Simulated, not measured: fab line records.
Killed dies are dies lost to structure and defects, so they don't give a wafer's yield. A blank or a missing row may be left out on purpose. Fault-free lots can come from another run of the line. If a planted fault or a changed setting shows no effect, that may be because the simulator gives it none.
The tool behind it: which one?	flow n5Finfet	12 lots with 36 wafers sampled at 6 steps, on a route of 1938 steps

== WHAT EACH GAUGE READ, for each wafer ==
N5_BEOL_M1_INSPECT_59: inspects for defects (darkfield).
lot	measured	on	rawDefectCount
L075	day 6 13:28	defectInspect-01	45 88 103
L077	day 7 06:33	defectInspect-02	46 44 81
L079	day 7 14:08	defectInspect-01	105 116 120
L081	day 8 06:01	defectInspect-02	97 94 133
L083	day 8 17:04	defectInspect-01	69 87 88
L085	day 9 00:13	defectInspect-01	55 80 56
L087	day 9 20:37	defectInspect-01	95 92 67
L089	day 10 19:08	defectInspect-01	85 72 60
L091	day 10 22:58	defectInspect-02	66 44 33
L092	day 11 09:50	defectInspect-01	75 135 97
L095	day 11 17:40	defectInspect-01	93 96 83
L097	day 12 07:47	defectInspect-01	89 88 72

== WHICH TOOL RAN EACH LOT (tool, then ch and the chambers of the sampled wafers, then the start) ==
lot	N5_BEOL_M1_ETCH_69	N5_BEOL_M1_DEGAS_44	N5_BEOL_M1_SPUTTER_81	N5_BEOL_M1_ANNEAL_93	N5_BEOL_M1_PRE_CLEAN_60
L075	rieDiel-06 ch 0,3, day 6 05:52	pvdSputter-03, day 6 09:43	pvdSputter-01, day 6 10:56	pvdSputter-01, day 6 11:58	cvdCo-01 ch 0,2, day 6 13:10
L077	rieDiel-06 ch 1,2,3, day 6 19:01	pvdSputter-03, day 7 02:01	pvdSputter-01, day 7 03:38	pvdSputter-01, day 7 04:35	cvdCo-01 ch 1,2, day 7 06:15
L079	rieDiel-06 ch 1,2,3, day 7 08:48	pvdSputter-03, day 7 10:35	pvdSputter-02, day 7 11:43	pvdSputter-02, day 7 12:41	cvdCo-01 ch 0,2, day 7 13:52
L081	rieDiel-03 ch 0,3, day 8 00:26	pvdSputter-02, day 8 02:04	pvdSputter-03, day 8 03:35	pvdSputter-03, day 8 04:32	cvdCo-02 ch 0,2, day 8 05:44
L083	rieDiel-03 ch 0,1,3, day 8 07:16	pvdSputter-01, day 8 13:40	pvdSputter-02, day 8 14:40	pvdSputter-02, day 8 15:38	cvdCo-02 ch 0,1,2, day 8 16:49
L085	rieDiel-01 ch 0,1,3, day 8 18:10	pvdSputter-01, day 8 20:50	pvdSputter-03, day 8 21:49	pvdSputter-03, day 8 22:47	cvdCo-01 ch 0,1, day 8 23:58
L087	rieDiel-06 ch 0,1,2, day 9 14:07	pvdSputter-03, day 9 16:44	pvdSputter-02, day 9 18:03	pvdSputter-02, day 9 19:01	cvdCo-02 ch 0,2, day 9 20:22
L089	rieDiel-03 ch 1,3, day 10 02:47	pvdSputter-02, day 10 15:10	pvdSputter-02, day 10 16:29	pvdSputter-02, day 10 17:26	cvdCo-01 ch 0,1, day 10 18:53
L091	rieDiel-06 ch 1,2,3, day 10 13:32	pvdSputter-03, day 10 19:17	pvdSputter-02, day 10 20:32	pvdSputter-02, day 10 21:30	cvdCo-02 ch 0,1, day 10 22:41
L092	rieDiel-03 ch 0,1,2, day 11 04:22	pvdSputter-01, day 11 06:09	pvdSputter-02, day 11 07:26	pvdSputter-02, day 11 08:24	cvdCo-02 ch 0,1,2, day 11 09:35
L095	rieDiel-03 ch 1,2,3, day 11 10:53	pvdSputter-01, day 11 14:14	pvdSputter-03, day 11 15:17	pvdSputter-03, day 11 16:14	cvdCo-02 ch 0,1, day 11 17:26
L097	rieDiel-01 ch 0,3, day 11 20:47	pvdSputter-01, day 12 03:47	pvdSputter-02, day 12 05:08	pvdSputter-02, day 12 06:05	cvdCo-02 ch 1,2, day 12 07:32
- N5_BEOL_M1_ETCH_69: etches SiARC in CF4, target depth 15.6 nm, time 26 s.
- N5_BEOL_M1_DEGAS_44: time 60 s.
- N5_BEOL_M1_SPUTTER_81: material Cu, target thk 4.5 nm, time 8.29 s.
- N5_BEOL_M1_ANNEAL_93: time 240 s.
- N5_BEOL_M1_PRE_CLEAN_60: time 15 s.

== THE ANSWER, worked out from the rows above alone ==
Rule: the usual values come from the lots themselves. Put in order of their means at a reading, lots are off if they are a third of the lots or fewer, leave a main group of 4 or more, and stand apart from it by a gap of 3 or more times the standard deviation of the main group's means; of several such gaps the widest counts. The tables above print the reading to a certain number of digits; a main group whose means all agree to those digits is not used. Also off: a lot with no number at a reading for which 4 or more lots have one. Where the step has rows for the other lots, those lots are counted as sound.
No lot is off on any of the readings shown, so nothing can be concluded from this.

== WHAT THE SIMULATOR HAD INSERTED ==
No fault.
